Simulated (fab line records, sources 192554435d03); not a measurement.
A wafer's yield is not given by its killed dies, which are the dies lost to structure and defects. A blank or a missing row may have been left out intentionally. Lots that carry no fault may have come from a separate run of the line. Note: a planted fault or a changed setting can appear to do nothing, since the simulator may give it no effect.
fab line records    flow n5Finfet
[record] lots = 13  wafers = 38  lastDay = 17
route steps=1938 shown BEOL_M15@1784 PASSIVATION@1936
lots that met no fault: taken from a fault-free run of the same line
startH: the number of hours between the record's first day and the start of the first shown wafer of the lot    waitH: how many hours have passed since the lot's step before this one    " same as the row above    L1.1+2: several wafers, shown together as one row    - no value, or no start given    * or withheld: withheld    < > ~ a bound
route shown NAME@n: names a module that has steps shown in the file, with the first one's number in the route    usual: the fault-free wafers' mean and standard deviation    same: alike in all rows    chamber/n: place in a boat    sites: the reading at each site    _std_site: standard deviation across them    _edge_site: mean of outer sites minus mean of inner sites    radiusMm: how far each site lies from the wafer's centre    mask NAME#n: copy n    behind: the most recent tool/chamber to have shaped the wafer    hold: the reason the lot was held/the length of the hold in hours/how it ended    device: which transistor (n, p or np) failed to switch    end of line: the same wafers' tests at the end of the route    a step without rows: its recipe alone    killed: count of dies lost to structure and defects at first sort (not the wafer's yield)    map: a wafer's dies, marking killed ones x, the rest . and places with no die _
set.NAME: the setting that was run; set.NAME@STEP: the one run at that earlier step    model.NAME: the simulator's own value behind a step, which no gauge read
one table for each step of the route and one row for each wafer, over a sample of lots
[[steps]]
[step N5_BEOL_M15_OVL_MEAS_11]
[recipe] pointsPerWafer = 44
[usual] V14_OVL = -5/5.7
[same] pointsPerWafer = 44
lot.wafer  tool        chamber  startH  waitH  V14_OVL[nm]
L201.2     overlay-01  0        265.90  0.0    4
L201.5     "           0        "       "      4
L201.6     "           0        "       "      7
L199.2     overlay-01  0        269.58  0.0    -6
L199.5     "           0        "       "      -4
L205.2     overlay-02  0        297.04  0.0    3
L205.4     "           0        "       "      0
L205.6     "           0        "       "      -1
L206.1     overlay-01  0        302.79  0.0    -5
L206.4     "           0        "       "      -7
L206.6     "           0        "       "      -8
L208.3     overlay-02  0        312.84  0.0    7
L208.4     "           0        "       "      2
L208.5     "           0        "       "      7
L209.2     overlay-02  0        320.40  0.0    -4
L209.4     "           0        "       "      -5
L209.6     "           0        "       "      -3
L210.1     overlay-01  0        324.38  0.0    -2
L210.2     "           0        "       "      -7
L210.6     "           0        "       "      -6
L213.1     overlay-01  0        350.20  0.0    -2
L213.2     "           0        "       "      -1
L213.3     "           0        "       "      6
L216.2     overlay-01  0        354.16  0.0    1
L216.3     "           0        "       "      -1
L216.6     "           0        "       "      0
L218.1     overlay-02  0        357.88  0.0    0
L218.2     "           0        "       "      -9
L218.5     "           0        "       "      9
L220.1     overlay-01  0        383.65  0.0    0
L220.3     "           0        "       "      -9
L220.4     "           0        "       "      -4
L221.1     overlay-02  0        385.94  0.0    -3
L221.3     "           0        "       "      -6
L221.4     "           0        "       "      -11
L222.2     overlay-01  0        389.92  0.0    -16
L222.4     "           0        "       "      -9
L222.5     "           0        "       "      -5
[step N5_BEOL_M15_INSPECT_12]
[recipe] mode = adi  inspectInstrument = macro
[usual] rawDefectCount = 1.9/1.3
lot.wafer  tool              chamber  startH  waitH  rawDefectCount
L201.2     defectInspect-01  -        265.93  0.0    1
L201.5     "                 -        "       "      2
L201.6     "                 -        "       "      1
L199.2     defectInspect-01  -        269.61  0.0    2
L199.5     "                 -        "       "      2
L205.2     defectInspect-02  -        297.06  0.0    0
L205.4     "                 -        "       "      1
L205.6     "                 -        "       "      2
L206.1     defectInspect-01  -        302.81  0.0    1
L206.4     "                 -        "       "      2
L206.6     "                 -        "       "      1
L208.3     defectInspect-01  -        312.86  0.0    1
L208.4     "                 -        "       "      3
L208.5     "                 -        "       "      3
L209.2     defectInspect-02  -        320.43  0.0    2
L209.4     "                 -        "       "      2
L209.6     "                 -        "       "      3
L210.1     defectInspect-02  -        324.40  0.0    3
L210.2     "                 -        "       "      2
L210.6     "                 -        "       "      1
L213.1     defectInspect-02  -        350.22  0.0    1
L213.2     "                 -        "       "      0
L213.3     "                 -        "       "      2
L216.2     defectInspect-02  -        354.19  0.0    5
L216.3     "                 -        "       "      5
L216.6     "                 -        "       "      4
L218.1     defectInspect-02  -        357.90  0.0    0
L218.2     "                 -        "       "      2
L218.5     "                 -        "       "      1
L220.1     defectInspect-01  -        383.68  0.0    5
L220.3     "                 -        "       "      2
L220.4     "                 -        "       "      4
L221.1     defectInspect-02  -        385.96  0.0    2
L221.3     "                 -        "       "      2
L221.4     "                 -        "       "      2
L222.2     defectInspect-01  -        389.95  0.0    4
L222.4     "                 -        "       "      2
L222.5     "                 -        "       "      3
[step N5_BEOL_M15_COAT_60]
[recipe] resist = BARC  tempC = 205  timeS = 60  spinRpm = 1500  resistThkNm = 89
[usual] spinSpeedRpm = 1500.1/1
lot.wafer  tool           chamber  startH  waitH  spinSpeedRpm
L201.2     lithoTrack-05  0        267.11  0.3    1499.6
L201.5     "              0        "       "      1499.5
L201.6     "              0        "       "      1500.5
L199.2     lithoTrack-04  0        270.81  0.3    1499.4
L199.5     "              0        "       "      1499.9
L205.2     lithoTrack-03  0        298.36  0.3    1498.9
L205.4     "              0        "       "      1500.5
L205.6     "              0        "       "      1499.7
L206.1     lithoTrack-04  0        304.07  0.3    1499.4
L206.4     "              0        "       "      1498.4
L206.6     "              0        "       "      1499.0
L208.3     lithoTrack-03  0        314.32  0.3    1498.7
L208.4     "              0        "       "      1500.2
L208.5     "              0        "       "      1498.4
L209.2     lithoTrack-05  0        321.56  0.3    1499.2
L209.4     "              0        "       "      1499.9
L209.6     "              0        "       "      1498.9
L210.1     lithoTrack-04  0        325.77  0.3    1499.8
L210.2     "              0        "       "      1501.5
L210.6     "              0        "       "      1500.1
L213.1     lithoTrack-05  0        351.42  0.3    1560.4
L213.2     "              0        "       "      1560.1
L213.3     "              0        "       "      1558.9
L216.2     lithoTrack-03  0        355.36  0.3    1500.6
L216.3     "              0        "       "      1501.5
L216.6     "              0        "       "      1500.7
L218.1     lithoTrack-05  0        359.16  0.3    1562.0
L218.2     "              0        "       "      1559.7
L218.5     "              0        "       "      1560.5
L220.1     lithoTrack-04  0        385.00  0.3    1501.7
L220.3     "              0        "       "      1500.3
L220.4     "              0        "       "      1500.6
L221.1     lithoTrack-03  0        387.38  0.3    1501.0
L221.3     "              0        "       "      1500.4
L221.4     "              0        "       "      1500.3
L222.2     lithoTrack-04  0        391.17  0.3    1498.0
L222.4     "              0        "       "      1499.2
L222.5     "              0        "       "      1499.9
[step N5_BEOL_M15_OVL_MEAS_29]
[recipe] pointsPerWafer = 44
[usual] M15_OVL = 5/5.8
[same] pointsPerWafer = 44
lot.wafer  tool        chamber  startH  waitH  M15_OVL[nm]
L201.2     overlay-01  0        267.41  0.0    -3
L201.5     "           0        "       "      1
L201.6     "           0        "       "      9
L199.2     overlay-02  0        271.23  0.0    4
L199.5     "           0        "       "      7
L205.2     overlay-01  0        298.79  0.0    18
L205.4     "           0        "       "      9
L205.6     "           0        "       "      8
L206.1     overlay-02  0        304.50  0.0    12
L206.4     "           0        "       "      3
L206.6     "           0        "       "      6
L208.3     overlay-02  0        314.74  0.0    5
L208.4     "           0        "       "      5
L208.5     "           0        "       "      5
L209.2     overlay-02  0        321.99  0.0    0
L209.4     "           0        "       "      -1
L209.6     "           0        "       "      -3
L210.1     overlay-01  0        326.20  0.0    1
L210.2     "           0        "       "      -6
L210.6     "           0        "       "      3
L213.1     overlay-01  0        351.84  0.0    2
L213.2     "           0        "       "      16
L213.3     "           0        "       "      15
L216.2     overlay-02  0        355.78  0.0    4
L216.3     "           0        "       "      4
L216.6     "           0        "       "      4
L218.1     overlay-02  0        359.46  0.0    -4
L218.2     "           0        "       "      9
L218.5     "           0        "       "      -1
L220.1     overlay-02  0        385.30  0.0    10
L220.3     "           0        "       "      11
L220.4     "           0        "       "      4
L221.1     overlay-01  0        387.68  0.0    -1
L221.3     "           0        "       "      12
L221.4     "           0        "       "      5
L222.2     overlay-01  0        391.47  0.0    13
L222.4     "           0        "       "      11
L222.5     "           0        "       "      3
[step N5_PASSIVATION_PROBE_49]
[usual] defectLimitedYield = 90.9/1.6  killed_at_M0_to_M3 = 34/11  killed_at_M4_up = 14/5.7  killedAtContacts = 13/6.5  killedAtFrontEnd = 43/11  killedAtOther = 4/3.1  killedDies = 107/19  killedOnRim = 14/3.9  killedOpen = 71/14  killedShort = 35/7.9  sort_bin_5_function = 5.3/1.1  sort_bin_6_memory = 3.4/0.74  sort_bin_8_speed = 0.00/0.014  sortNPass = 1073/19
[same] grossDies = 1180  killedAtBackSide = 0  sort_bin_4_leakage[%] = 0
lot.wafer  tool       chamber  startH  waitH  defectLimitedYield[%]  killed_at_M0_to_M3  killed_at_M4_up  killedAtContacts  killedAtFrontEnd  killedAtOther  killedDies  killedOnRim  killedOpen  killedShort  sort_bin_5_function[%]  sort_bin_6_memory[%]  sort_bin_8_speed[%]  sortNPass
L201.2     prober-02  -        282.36  0.1    90.8                   47                  5                8                 48                1              109         14           75          31           4.8                     3.8                   0                    1071
L201.5     prober-02  -        282.51  0.2    90.2                   40                  17               10                42                7              116         18           76          32           5.9                     3.3                   0                    1064
L201.6     prober-02  -        282.56  0.3    89.0                   44                  18               16                47                5              130         15           86          44           5.6                     4.7                   0                    1050
L199.2     prober-01  -        292.48  0.1    90.9                   26                  19               12                46                4              107         11           75          32           5.7                     3.1                   0                    1073
L199.5     prober-01  -        292.63  0.2    90.5                   29                  21               11                51                0              112         20           73          30           4.4                     4.0                   0                    1068
L205.2     prober-01  -        314.95  0.1    91.2                   28                  14               17                43                2              104         7            65          39           5.7                     3.0                   0                    1076
L205.4     prober-01  -        315.05  0.2    88.6                   34                  19               29                51                2              135         15           89          39           6.5                     4.3                   0                    1045
L205.6     prober-01  -        315.15  0.3    92.3                   26                  15               13                36                1              91          10           59          32           4.4                     2.8                   0                    1089
L206.1     prober-01  -        323.65  0.0    88.8                   46                  17               17                46                6              132         18           79          51           6.6                     4.3                   0                    1048
L206.4     prober-01  -        323.80  0.2    88.3                   46                  17               21                44                10             138         18           82          56           6.4                     5.1                   0                    1042
L206.6     prober-01  -        323.90  0.3    89.7                   40                  15               12                45                9              121         13           81          40           5.6                     4.4                   0                    1059
L208.3     prober-01  -        331.86  0.1    92.2                   27                  24               9                 30                2              92          16           73          19           4.3                     3.5                   0                    1088
L208.4     prober-01  -        331.91  0.2    93.8                   17                  14               7                 34                1              73          9            45          28           3.9                     2.1                   0                    1107
L208.5     prober-01  -        331.96  0.2    91.8                   31                  20               23                20                3              97          13           64          33           4.7                     3.1                   0                    1083
L209.2     prober-01  -        336.69  0.1    90.2                   36                  15               14                47                4              116         16           75          41           4.5                     4.7                   0                    1064
L209.4     prober-01  -        336.79  0.2    89.2                   41                  15               8                 62                2              128         18           87          41           6.4                     4.2                   0                    1052
L209.6     prober-01  -        336.89  0.3    90.3                   29                  8                15                58                5              115         21           73          37           4.6                     4.2                   0                    1065
L210.1     prober-01  -        347.93  0.3    91.0                   26                  21               13                44                2              106         12           71          35           6.0                     2.9                   0                    1074
L210.2     prober-01  -        347.98  0.4    90.0                   31                  16               37                34                0              118         14           80          37           5.9                     3.8                   0                    1062
L210.6     prober-01  -        348.18  0.6    89.4                   39                  10               23                51                2              125         17           94          31           5.9                     4.0                   0                    1055
L213.1     prober-01  -        370.13  0.0    94.5                   22                  6                4                 31                2              65          4            40          23           3.3                     2.0                   0                    1115
L213.2     prober-01  -        370.18  0.1    91.5                   31                  14               6                 40                9              100         9            63          37           5.2                     3.0                   0                    1080
L213.3     prober-01  -        370.23  0.1    92.4                   23                  10               9                 45                3              90          9            46          44           3.6                     3.6                   0                    1090
L216.2     prober-01  -        374.82  0.1    93.2                   10                  9                10                49                2              80          11           54          25           3.9                     2.7                   0                    1100
L216.3     prober-01  -        374.87  0.1    90.4                   22                  9                20                52                10             113         14           84          29           4.9                     4.6                   0                    1067
L216.6     prober-01  -        375.02  0.3    91.3                   22                  19               9                 45                8              103         16           74          29           5.3                     3.2                   0                    1077
L218.1     prober-02  -        375.33  0.0    90.9                   53                  14               4                 34                2              107         9            78          29           4.3                     4.3                   0                    1073
L218.2     prober-02  -        375.38  0.1    90.3                   52                  14               10                38                1              115         19           70          40           6.6                     2.5                   0                    1065
L218.5     prober-02  -        375.53  0.2    92.7                   31                  12               10                29                4              86          13           52          28           3.6                     3.1                   0                    1094
L220.1     prober-01  -        407.05  0.0    91.6                   26                  13               8                 41                11             99          13           58          34           5.4                     2.5                   0                    1081
L220.3     prober-01  -        407.15  0.1    92.1                   37                  10               15                23                8              93          14           58          33           4.1                     3.3                   0                    1087
L220.4     prober-01  -        407.20  0.2    91.9                   30                  9                5                 46                5              95          5            66          28           5.1                     2.7                   0                    1085
L221.1     prober-02  -        407.37  0.0    90.7                   27                  17               19                44                3              110         13           75          34           5.7                     3.3                   0                    1070
L221.3     prober-02  -        407.47  0.1    89.6                   33                  18               19                46                7              123         19           84          36           5.9                     4.0                   0                    1057
L221.4     prober-02  -        407.52  0.2    90.6                   30                  11               14                53                3              111         18           73          35           6.1                     3.1                   0                    1069
L222.2     prober-01  -        411.43  0.1    93.1                   11                  13               9                 37                12             82          13           56          26           4.2                     2.6                   0                    1098
L222.4     prober-01  -        411.53  0.2    93.4                   18                  14               2                 36                8              78          12           51          25           3.5                     2.7                   0.17                 1102
L222.5     prober-01  -        411.58  0.2    93.1                   19                  12               2                 34                14             81          13           51          30           3.8                     2.8                   0                    1099
// killed by level:class
L201.2 BEOL_M2:geometricParticle:open=17 STI_FIN_REVEAL:geometricParticle:open=13 BEOL_M0_SAQP:geometricParticle:open=9 FIN_SAQP:geometricParticle:open=8 GATE_CUT:geometricParticle:short=7 MOL_CONTACT_COAG:geometricParticle:open=7 BEOL_M1:geometricParticle:open=7 FIN_SAQP:geometricParticle:short=6
L201.5 STI_FIN_REVEAL:geometricParticle:open=22 BEOL_M3:geometricParticle:open=16 BEOL_M4:geometricParticle:open=10 BEOL_M2:geometricParticle:open=7 MOL_CONTACT_COAG:geometricParticle:open=6 BEOL_M0_SAQP:geometricParticle:short=5 HKMG_FIN:areaEtch=5 STI_FIN_REVEAL:geometricParticle:short=4
L201.6 BEOL_M2:geometricParticle:open=21 STI_FIN_REVEAL:geometricParticle:open=12 MOL_CONTACT_COAG:geometricParticle:open=12 BEOL_M4:geometricParticle:open=7 STI_FIN_REVEAL:geometricParticle:short=6 BEOL_M0_SAQP:geometricParticle:open=6 BEOL_M4:geometricParticle:short=4 DUMMY_GATE:geometricParticle:short=4
L199.2 STI_FIN_REVEAL:geometricParticle:open=20 MOL_CONTACT_COAG:geometricParticle:open=11 BEOL_M4:geometricParticle:open=9 BEOL_M0_SAQP:geometricParticle:short=8 BEOL_M2:geometricParticle:open=7 BEOL_M1:geometricParticle:open=5 FIN_SAQP:geometricParticle:open=4 GATE_CUT:geometricParticle:short=4
L199.5 MOL_CONTACT_COAG:geometricParticle:open=10 STI_FIN_REVEAL:geometricParticle:open=9 BEOL_M2:geometricParticle:open=8 BEOL_M3:geometricParticle:open=8 HKMG_FIN:areaEtch=8 BEOL_M4:geometricParticle:open=7 FIN_SAQP:geometricParticle:open=6 GATE_CUT:geometricParticle:short=5
L205.2 MOL_CONTACT_COAG:geometricParticle:open=12 BEOL_M2:geometricParticle:open=8 STI_FIN_REVEAL:geometricParticle:open=7 FIN_SAQP:geometricParticle:open=6 FIN_SAQP:geometricParticle:short=5 MOL_CONTACT_COAG:geometricParticle:short=5 GATE_CUT:geometricParticle:short=5 BEOL_M3:geometricParticle:open=5
L205.4 MOL_CONTACT_COAG:geometricParticle:open=26 BEOL_M0_SAQP:geometricParticle:short=9 STI_FIN_REVEAL:geometricParticle:open=8 BEOL_M0_SAQP:geometricParticle:open=8 FIN_SAQP:geometricParticle:short=7 BEOL_M2:geometricParticle:open=7 GATE_CUT:geometricParticle:short=6 HKMG_FIN:areaEtch=6
L205.6 MOL_CONTACT_COAG:geometricParticle:open=10 STI_FIN_REVEAL:geometricParticle:open=9 BEOL_M0_SAQP:geometricParticle:short=9 GATE_CUT:geometricParticle:short=8 BEOL_M4:geometricParticle:open=7 DUMMY_GATE:geometricParticle:open=4 BEOL_M0_SAQP:geometricParticle:open=4 BEOL_M1:geometricParticle:open=4
L206.1 MOL_CONTACT_COAG:geometricParticle:open=14 BEOL_M3:geometricParticle:open=12 FIN_SAQP:geometricParticle:short=10 STI_FIN_REVEAL:geometricParticle:open=9 BEOL_M0_SAQP:geometricParticle:short=9 FIN_SAQP:geometricParticle:open=8 BEOL_M4:geometricParticle:short=7 BEOL_M2:geometricParticle:open=5
L206.4 FIN_SAQP:geometricParticle:short=17 MOL_CONTACT_COAG:geometricParticle:open=17 BEOL_M3:geometricParticle:open=10 BEOL_M1:geometricParticle:open=9 BEOL_M0_SAQP:geometricParticle:short=8 BEOL_M4:geometricParticle:open=6 BEOL_M2:geometricParticle:open=6 FIN_SAQP:geometricParticle:open=5
L206.6 FIN_SAQP:geometricParticle:short=11 STI_FIN_REVEAL:geometricParticle:open=10 FIN_SAQP:geometricParticle:open=9 MOL_CONTACT_COAG:geometricParticle:open=9 BEOL_M0_SAQP:geometricParticle:short=7 BEOL_M0_SAQP:geometricParticle:open=7 BEOL_M2:geometricParticle:open=7 BEOL_M3:geometricParticle:open=6
L208.3 STI_FIN_REVEAL:geometricParticle:open=9 DUMMY_GATE:geometricParticle:open=8 MOL_CONTACT_COAG:geometricParticle:open=8 BEOL_M2:geometricParticle:open=8 BEOL_M3:geometricParticle:open=6 BEOL_M5:geometricParticle:open=5 BEOL_M0_SAQP:geometricParticle:open=4 BEOL_M4:geometricParticle:open=4
L208.4 MOL_CONTACT_COAG:geometricParticle:open=7 DUMMY_GATE:geometricParticle:open=6 BEOL_M4:geometricParticle:open=6 BEOL_M2:geometricParticle:open=5 FIN_SAQP:geometricParticle:short=5 BEOL_M0_SAQP:geometricParticle:short=5 STI_FIN_REVEAL:geometricParticle:open=4 FIN_SAQP:geometricParticle:open=3
L208.5 MOL_CONTACT_COAG:geometricParticle:open=19 BEOL_M4:geometricParticle:open=16 BEOL_M0_SAQP:geometricParticle:short=15 STI_FIN_REVEAL:geometricParticle:open=7 BEOL_M0_SAQP:geometricParticle:open=6 MOL_CONTACT_COAG:geometricParticle:short=4 STI_FIN_REVEAL:geometricParticle:short=3 BEOL_M3:geometricParticle:open=3
L209.2 FIN_SAQP:geometricParticle:short=13 BEOL_M0_SAQP:geometricParticle:open=12 FIN_SAQP:geometricParticle:open=11 MOL_CONTACT_COAG:geometricParticle:open=11 STI_FIN_REVEAL:geometricParticle:open=10 BEOL_M0_SAQP:geometricParticle:short=10 BEOL_M3:geometricParticle:open=6 BEOL_M2:geometricParticle:open=4
L209.4 FIN_SAQP:geometricParticle:open=20 FIN_SAQP:geometricParticle:short=19 BEOL_M3:geometricParticle:open=17 STI_FIN_REVEAL:geometricParticle:open=12 BEOL_M0_SAQP:geometricParticle:open=8 MOL_CONTACT_COAG:geometricParticle:open=7 BEOL_M4:geometricParticle:open=6 BEOL_M0_SAQP:geometricParticle:short=5
L209.6 FIN_SAQP:geometricParticle:open=18 BEOL_M3:geometricParticle:open=12 MOL_CONTACT_COAG:geometricParticle:open=12 STI_FIN_REVEAL:geometricParticle:open=9 FIN_SAQP:geometricParticle:short=8 BEOL_M0_SAQP:geometricParticle:short=5 BEOL_M1:geometricParticle:open=4 STARTING-WAFER:geometricParticle:open=4
L210.1 STI_FIN_REVEAL:geometricParticle:open=14 BEOL_M4:geometricParticle:open=12 MOL_CONTACT_COAG:geometricParticle:open=9 BEOL_M1:geometricParticle:open=9 BEOL_M2:geometricParticle:open=7 FIN_SAQP:geometricParticle:open=6 GATE_CUT:geometricParticle:short=6 DUMMY_GATE:geometricParticle:open=5
L210.2 MOL_CONTACT_COAG:geometricParticle:open=26 MOL_CONTACT_COAG:geometricParticle:short=11 BEOL_M0_SAQP:geometricParticle:open=11 FIN_SAQP:geometricParticle:open=6 GATE_CUT:geometricParticle:short=6 BEOL_M5:geometricParticle:open=6 FIN_SAQP:geometricParticle:short=5 STARTING-WAFER:geometricParticle:short=5
L210.6 STI_FIN_REVEAL:geometricParticle:open=20 MOL_CONTACT_COAG:geometricParticle:open=19 BEOL_M1:geometricParticle:open=15 FIN_SAQP:geometricParticle:open=7 BEOL_M0_SAQP:geometricParticle:open=7 FIN_SAQP:geometricParticle:short=6 BEOL_M0_SAQP:geometricParticle:short=6 MOL_CONTACT_COAG:geometricParticle:short=4
L213.1 BEOL_M3:geometricParticle:open=6 GATE_CUT:geometricParticle:open=5 BEOL_M0_SAQP:geometricParticle:short=5 STI_FIN_REVEAL:geometricParticle:open=4 DUMMY_GATE:geometricParticle:open=4 GATE_CUT:geometricParticle:short=4 MOL_CONTACT_COAG:geometricParticle:open=3 BEOL_M1:geometricParticle:open=3
L213.2 BEOL_M3:geometricParticle:open=8 BEOL_M0_SAQP:geometricParticle:short=6 FIN_SAQP:geometricParticle:open=5 STI_FIN_REVEAL:geometricParticle:open=5 DUMMY_GATE:geometricParticle:open=5 GATE_CUT:geometricParticle:short=5 BEOL_M2:geometricParticle:open=5 MOL_CONTACT_COAG:geometricParticle:open=4
L213.3 FIN_SAQP:geometricParticle:short=9 GATE_CUT:geometricParticle:short=8 STARTING-WAFER:geometricParticle:short=8 MOL_CONTACT_COAG:geometricParticle:open=6 BEOL_M3:geometricParticle:short=5 BEOL_M3:geometricParticle:open=5 BEOL_M4:geometricParticle:open=5 FIN_SAQP:geometricParticle:open=4
L216.2 STI_FIN_REVEAL:geometricParticle:open=10 MOL_CONTACT_COAG:geometricParticle:open=9 FIN_SAQP:geometricParticle:short=6 GATE_CUT:geometricParticle:open=6 BEOL_M4:geometricParticle:open=6 STARTING-WAFER:geometricParticle:open=5 ILD0:geometricParticle:open=4 FIN_SAQP:geometricParticle:open=3
L216.3 MOL_CONTACT_COAG:geometricParticle:open=16 STI_FIN_REVEAL:geometricParticle:open=13 FIN_SAQP:geometricParticle:open=12 FIN_SAQP:geometricParticle:short=10 BEOL_M3:geometricParticle:open=8 DUMMY_GATE:geometricParticle:open=6 BEOL_M2:geometricParticle:open=5 BEOL_M4:geometricParticle:open=5
L216.6 BEOL_M4:geometricParticle:open=10 FIN_SAQP:geometricParticle:short=9 STI_FIN_REVEAL:geometricParticle:open=8 MOL_CONTACT_COAG:geometricParticle:open=8 BEOL_M3:geometricParticle:open=8 BEOL_M0:geometricParticle:open=5 FIN_SAQP:geometricParticle:open=4 DUMMY_GATE:geometricParticle:open=4
L218.1 FIN_SAQP:geometricParticle:open=13 BEOL_M0_SAQP:geometricParticle:open=13 BEOL_M1:geometricParticle:open=12 BEOL_M0_SAQP:geometricParticle:short=8 BEOL_M3:geometricParticle:open=8 STI_FIN_REVEAL:geometricParticle:open=5 BEOL_M0:geometricParticle:open=4 DUMMY_GATE:geometricParticle:open=3
L218.2 BEOL_M3:geometricParticle:open=11 BEOL_M1:geometricParticle:open=10 MOL_CONTACT_COAG:geometricParticle:open=9 BEOL_M0_SAQP:geometricParticle:short=8 GATE_CUT:geometricParticle:short=7 BEOL_M0_SAQP:geometricParticle:open=6 BEOL_M4:geometricParticle:open=5 BEOL_M6:geometricParticle:open=5
L218.5 BEOL_M0_SAQP:geometricParticle:short=9 MOL_CONTACT_COAG:geometricParticle:open=8 BEOL_M0_SAQP:geometricParticle:open=7 STI_FIN_REVEAL:geometricParticle:open=5 HKMG_FIN:areaEtch=5 DUMMY_GATE:geometricParticle:open=4 GATE_CUT:geometricParticle:short=4 BEOL_M1:geometricParticle:open=4
L220.1 STI_FIN_REVEAL:geometricParticle:open=9 BEOL_M0_SAQP:geometricParticle:open=8 FIN_SAQP:geometricParticle:open=7 MOL_CONTACT_COAG:geometricParticle:open=7 FIN_SAQP:geometricParticle:short=6 DUMMY_GATE:geometricParticle:open=5 BEOL_M0_SAQP:geometricParticle:short=5 BEOL_M0:geometricParticle:short=5
L220.3 BEOL_M0_SAQP:geometricParticle:short=14 MOL_CONTACT_COAG:geometricParticle:open=13 BEOL_M0_SAQP:geometricParticle:open=11 BEOL_M10:geometricParticle:open=5 MIM_TOP_ETCH:geometricParticle:open=5 STI_FIN_REVEAL:geometricParticle:open=4 GATE_CUT:geometricParticle:open=4 BEOL_M1:geometricParticle:short=4
L220.4 FIN_SAQP:geometricParticle:short=11 FIN_SAQP:geometricParticle:open=10 BEOL_M0_SAQP:geometricParticle:open=7 STI_FIN_REVEAL:geometricParticle:open=6 BEOL_M1:geometricParticle:open=6 BEOL_M3:geometricParticle:open=5 GATE_CUT:geometricParticle:open=4 GATE_CUT:geometricParticle:short=4
L221.1 MOL_CONTACT_COAG:geometricParticle:open=18 STI_FIN_REVEAL:geometricParticle:open=12 BEOL_M4:geometricParticle:open=11 FIN_SAQP:geometricParticle:open=9 FIN_SAQP:geometricParticle:short=9 STARTING-WAFER:geometricParticle:short=7 BEOL_M0_SAQP:geometricParticle:short=6 BEOL_M2:geometricParticle:open=5
L221.3 MOL_CONTACT_COAG:geometricParticle:open=17 FIN_SAQP:geometricParticle:open=15 FIN_SAQP:geometricParticle:short=11 BEOL_M1:geometricParticle:open=9 BEOL_M4:geometricParticle:open=7 BEOL_M0_SAQP:geometricParticle:short=5 BEOL_M1:geometricParticle:short=5 STARTING-WAFER:geometricParticle:open=5
L221.4 FIN_SAQP:geometricParticle:open=15 MOL_CONTACT_COAG:geometricParticle:open=11 BEOL_M0_SAQP:geometricParticle:short=9 STI_FIN_REVEAL:geometricParticle:open=9 FIN_SAQP:geometricParticle:short=8 DUMMY_GATE:geometricParticle:open=6 BEOL_M0:geometricParticle:open=5 BEOL_M2:geometricParticle:open=5
L222.2 MOL_CONTACT_COAG:geometricParticle:open=9 FIN_SAQP:geometricParticle:open=7 STI_FIN_REVEAL:geometricParticle:open=6 DUMMY_GATE:geometricParticle:open=5 PASS1_CAP:geometricParticle:short=5 FIN_SAQP:geometricParticle:short=4 PASS1_CAP:geometricParticle:open=4 STARTING-WAFER:geometricParticle:short=4
L222.4 FIN_SAQP:geometricParticle:open=8 GATE_CUT:geometricParticle:open=5 BEOL_M2:geometricParticle:open=5 STI_FIN_REVEAL:geometricParticle:open=4 GATE_CUT:geometricParticle:short=4 BEOL_M0_SAQP:geometricParticle:short=4 BEOL_M0_SAQP:geometricParticle:open=4 FIN_SAQP:geometricParticle:short=3
L222.5 BEOL_M2:geometricParticle:open=10 DUMMY_GATE:geometricParticle:open=7 PASS1_CAP:geometricParticle:short=7 ILD0:geometricParticle:open=5 PASS1_CAP:geometricParticle:open=5 FIN_SAQP:geometricParticle:short=4 GATE_CUT:geometricParticle:short=4 STI_FIN_REVEAL:geometricParticle:open=3
[[key]]
[firstSign] step = N5_BEOL_M15_COAT_60  reading = spinSpeedRpm  direction = up  sigmas = 58  usual = *  struck = *
effect none on later readings
metAt N5_BEOL_M15_COAT_60
struckLots L213,L218
notActingAt N5_BEOL_M15_OVL_MEAS_11,N5_BEOL_M15_INSPECT_12,N5_BEOL_M15_OVL_MEAS_29
onsetBetween 321.56 351.42
[fault] kind = processParameterDrift  tool = lithoTrack-05  chamber = -  onsetH = 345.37  steps = N5_BEOL_M15_COAT_60  channel = spinRpm  offset = *  shape = step  endH = 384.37  actsIn = *  stated = *
